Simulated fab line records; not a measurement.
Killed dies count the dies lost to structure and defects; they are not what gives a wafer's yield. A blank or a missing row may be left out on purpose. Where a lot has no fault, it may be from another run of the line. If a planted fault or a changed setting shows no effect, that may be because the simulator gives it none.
Matching of chambers || flow n5Finfet || N5_BEOL_M10_CURE_71 on uvCure-03 has 3 sister chambers
The step cures SiCOH lowk, time 240 s. 3 wafers are shown with their chamber, then 12 later ones without.

## WAFERS WITH THEIR CHAMBER
{"wafer": "L083.6", "chamber": 1, "wafer_temp_C_max": 386.2}
{"wafer": "L089.3", "chamber": 2, "wafer_temp_C_max": 387.6}
{"wafer": "L093.6", "chamber": 0, "wafer_temp_C_max": 386.6}

## WAFERS WHOSE CHAMBER IS MISSING
{"wafer": "L096.1", "wafer_temp_C_max": 387.5}
{"wafer": "L096.3", "wafer_temp_C_max": 387.0}
{"wafer": "L096.5", "wafer_temp_C_max": 387.5}
{"wafer": "L096.2", "wafer_temp_C_max": 386.8}
{"wafer": "L096.4", "wafer_temp_C_max": 387.0}
{"wafer": "L096.6", "wafer_temp_C_max": 387.1}
{"wafer": "L097.1", "wafer_temp_C_max": 386.7}
{"wafer": "L097.2", "wafer_temp_C_max": 387.0}
{"wafer": "L097.3", "wafer_temp_C_max": 387.1}
{"wafer": "L097.4", "wafer_temp_C_max": 386.9}
{"wafer": "L097.5", "wafer_temp_C_max": 386.6}
{"wafer": "L097.6", "wafer_temp_C_max": 387.2}

## THE CHAMBER EACH PASSED THROUGH
{"wafer": "L096.1", "from the rows above": 2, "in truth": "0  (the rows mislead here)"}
{"wafer": "L096.3", "from the rows above": "can't be placed: 0 or 2 or 1", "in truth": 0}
{"wafer": "L096.5", "from the rows above": 2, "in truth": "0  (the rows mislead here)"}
{"wafer": "L096.2", "from the rows above": "can't be placed: 0 or 1 or 2", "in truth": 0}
{"wafer": "L096.4", "from the rows above": "can't be placed: 0 or 2 or 1", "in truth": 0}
{"wafer": "L096.6", "from the rows above": "can't be placed: 0 or 2 or 1", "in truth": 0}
{"wafer": "L097.1", "from the rows above": "can't be placed: 0 or 1", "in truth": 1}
{"wafer": "L097.2", "from the rows above": "can't be placed: 0 or 2 or 1", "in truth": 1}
{"wafer": "L097.3", "from the rows above": "can't be placed: 0 or 2 or 1", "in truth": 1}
{"wafer": "L097.4", "from the rows above": "can't be placed: 0 or 1 or 2", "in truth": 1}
{"wafer": "L097.5", "from the rows above": "can't be placed: 0 or 1", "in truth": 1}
{"wafer": "L097.6", "from the rows above": "can't be placed: 2 or 0 or 1", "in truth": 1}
Correctly placed: 0 of 12. From these rows, 10 cannot be placed; in 10 the true chamber is one of the candidates. Wrongly placed: 2.
How it was worked out, from the rows above alone: a wafer's distance from a chamber is the root of the sum, over the readings, of the square of ((its reading less the chamber's mean) divided by the reading's scatter). The wafer belongs to the nearest chamber; if the next one is less than 2 further off, it can't be placed. Each chamber's mean is taken over the wafers shown for it. The scatter: with one shown wafer a chamber, the root of the mean of the squares of how far each hidden wafer lies from its nearest shown one.
